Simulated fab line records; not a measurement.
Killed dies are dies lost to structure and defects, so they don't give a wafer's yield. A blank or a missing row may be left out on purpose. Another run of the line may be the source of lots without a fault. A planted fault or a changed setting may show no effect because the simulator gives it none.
Comparing a struck lot with a sound one | flow nandHarc | 43 steps out of a route of 1159
Sound: the wafers L488.3, L488.4, L488.5. Struck: wafer L501.3; the same lot's L501.4 was not struck, so it is left out; see the end for the cause.
Order at every step that has rows: each side's tool, ch and its chambers, its first start. Under that, the readings that differ: sound wafers | struck wafers | difference of the means | sigmas: that difference in standard deviations of wafers without a fault.
alike: a reading whose means differ by less than 2 such deviations, as well as words and numbers matching on both sides. not compared: withheld readings; readings where some wafer has no value; bounds like >300 that might hide an equal value; numbers whose values overlap and for which the record gives no deviation.
A row with sigmas, a row that says differs or no value, or rows on one side alone: a step with any of these is where the two part. Non-overlapping numbers with no deviation appear without sigmas and do not part them. Lack of a reading on every wafer of one side parts them only where that side has two or more wafers.

first, 3 steps without rows for these wafers: NHARC_A_CONTACT_ETCH_131 (etches the open film in C4F8/O2/Ar, time 155 s, target depth 956 nm); NHARC_A_CONTACT_ETCH_132 (etches the open film in C4F8/O2/Ar, time 156 s, target depth 958 nm); NHARC_A_CONTACT_ETCH_133 (etches the open film in C4F8/O2/Ar, time 195 s, target depth 840 nm).
NHARC_A_CONTACT_ETCH_91: etches the open film in CH3F/O2, target depth 40 nm, time 85.7 s.
  sound on rieDiel-11 ch 0,1,3, day 18 03:50; struck on rieDiel-11 ch 0, day 21 07:19
  alike: drypumpMotorCurrentA, o2FlowSccm, oesProductAu, rfVppV, showerheadPlenumPTorr, throttleValvePct
  not compared: rfHoursCounterH
then, 1 step without rows for these wafers: NHARC_A_CONTACT_ETCH_97 (etches the open film in C4F6/O2, target depth 20 nm, time 10 s).
NHARC_A_CONTACT_CD_MEAS_80:
  sound: cdSem-03 at day 18 04:02; struck: cdSem-02 at day 21 07:32
  alike: cdNm
then, 4 steps without rows for these wafers: NHARC_A_CONTACT_STRIP_103 (strips in N2/H2); NHARC_A_CONTACT_STRIP_104 (strips in CF4/CHF3); NHARC_A_CONTACT_STRIP_105 (strips in O2/COS); NHARC_A_CONTACT_ETCH_106 (etches the open film in CF4/O2, target depth 60 nm, overetch 6 nm, time 33 s).
NHARC_A_CONTACT_STRIP_82: strips in O2.
  sound: rieDiel-11 ch 1,2,3; struck: rieDiel-06 ch 3
reading             | sound             | struck | difference | sigmas
oesProductAu (a.u.) | 1.002 1.010 1.008 | 0.976  | -0.031     | -2
  alike: drypumpMotorCurrentA, o2FlowSccm, rfVppV, showerheadPlenumPTorr, throttleValvePct
  not compared: rfHoursCounterH
then, 1 step without rows for these wafers: NHARC_A_CONTACT_STRIP_83 (strips in post etch residue remover, time 600 s).
NHARC_A_CONTACT_DEP_84: deposits aC, target thk 2000 nm.
  sound on aclDep-01 ch 0, day 18 10:01; struck on aclDep-02 ch 0, day 21 11:28
  alike: throttleValvePct
NHARC_A_CONTACT_DEP_85: deposits SiON, target thk 50 nm.
  sound on pecvd-02 ch 0,2, day 18 10:53; struck on pecvd-01 ch 2, day 21 12:19
  alike: heaterPowerOuterW, heaterPowerW
then, 10 steps without rows for these wafers: NHARC_A_CONTACT_DEHYDRATE_00 (time 120 s); NHARC_A_CONTACT_HMDS_01 (time 30 s); NHARC_A_CONTACT_COAT_86 (time 75 s); NHARC_A_CONTACT_COAT_87 (time 65 s); NHARC_A_CONTACT_COAT_02 (resist thk 90 nm); NHARC_A_CONTACT_SOFTBAKE_03 (time 55 s); NHARC_A_CONTACT_EBR_04; NHARC_A_CONTACT_EXPOSE_05 (exposes mask A CC); NHARC_A_CONTACT_PEB_06 (peb time 65 s); NHARC_A_CONTACT_DEVELOP_07 (develop time 35 s).
NHARC_A_CONTACT_CD_MEAS_08: target cd 100 nm.
  sound on cdSem-03 ch 0, day 18 11:29; struck on cdSem-01 ch 0, day 21 12:53
reading   | sound          | struck | difference | sigmas
cdNm (nm) | 99.9 99.8 99.0 | 100.8  | +1.2       | +2
NHARC_A_CONTACT_OVL_MEAS_09:
  sound: overlay-01 at day 18 11:34; struck: overlay-01 at day 21 12:59
  alike: overlayXNm, overlayYNm
NHARC_A_CONTACT_INSPECT_10:
  sound: defectInspect-02 at day 18 11:36; struck: defectInspect-01 at day 21 13:01
  alike: rawDefectCount
then, 5 steps without rows for these wafers: NHARC_A_CONTACT_DESCUM_13 (chemistry O2, time 3 s); NHARC_A_CONTACT_ETCH_88 (etches the open film in CF4, target depth 39 nm, time 65 s); NHARC_A_CONTACT_ETCH_89 (etches the open film in N2/H2, target depth 260 nm, time 475.3 s); NHARC_A_CONTACT_ETCH_30 (etches the open film in CF4/CHF3, target depth 60.5 nm, time 30.2 s); NHARC_A_CONTACT_ETCH_31 (etches the open film in O2/COS, target depth 2000 nm, time 520 s).
NHARC_A_CONTACT_ETCH_134: etches the open film in C4F8/O2/Ar, time 140 s, target depth 700 nm.
  sound on harCapEtch-01 ch 0,1, day 18 12:44; struck on harCapEtch-01 ch 0, day 21 14:08
  not compared: rfHoursCounterH
then, 5 steps without rows for these wafers: NHARC_A_CONTACT_ETCH_135 (etches the open film in C4F8/O2/Ar, time 132 s, target depth 1287 nm); NHARC_A_CONTACT_ETCH_136 (etches the open film in C4F8/O2/Ar, time 132 s, target depth 1287 nm); NHARC_A_CONTACT_ETCH_137 (etches the open film in C4F8/O2/Ar, time 132 s, target depth 1287 nm); NHARC_A_CONTACT_ETCH_138 (etches the open film in C4F8/O2/Ar, time 132 s, target depth 1289 nm); NHARC_A_CONTACT_ETCH_139 (etches the open film in C4F8/O2/Ar, time 137 s, target depth 590 nm).
NHARC_A_CONTACT_ETCH_92: etches the open film in CH3F/O2, target depth 40 nm, time 85.7 s.
  sound on rieDiel-11 ch 0,1,2, day 18 13:46; struck on rieDiel-11 ch 0, day 21 15:11
reading             | sound             | struck | difference | sigmas
oesProductAu (a.u.) | 0.924 0.934 0.939 | 1.006  | +0.074     | +3
  alike: drypumpMotorCurrentA, o2FlowSccm, rfVppV, showerheadPlenumPTorr, throttleValvePct
  not compared: rfHoursCounterH
then, 1 step without rows for these wafers: NHARC_A_CONTACT_ETCH_98 (etches the open film in C4F6/O2, target depth 20 nm, time 10 s).
NHARC_A_CONTACT_CD_MEAS_15:
  sound: cdSem-01 at day 18 13:58; struck: cdSem-03 at day 21 15:24
  alike: cdNm
then, 1 step without rows for these wafers: NHARC_A_CONTACT_STRIP_107 (strips in N2/H2).
-- record jumps: 2 days between struck wafers' starts before vs after; left off in module A_CONTACT, resumes in module END, first step shown is number 1159 of the route --
NHARC_END_SORT_01:
  sound on prober-02 ch 0, day 20 19:13; struck on prober-01 ch 0, day 23 23:01
reading       | sound    | struck | difference | sigmas
killedAtArray | 26 25 38 | 218    | +188       | +22
killedDies    | 31 31 39 | 219    | +185       | +22
  alike: killedAtOther, killedAtPeriphery, killedOpen, killedShort

== WHERE THEY PART ==
Earliest at NHARC_A_CONTACT_STRIP_82; latest, in this record, at NHARC_END_SORT_01.

WHY: whatever the simulator had introduced
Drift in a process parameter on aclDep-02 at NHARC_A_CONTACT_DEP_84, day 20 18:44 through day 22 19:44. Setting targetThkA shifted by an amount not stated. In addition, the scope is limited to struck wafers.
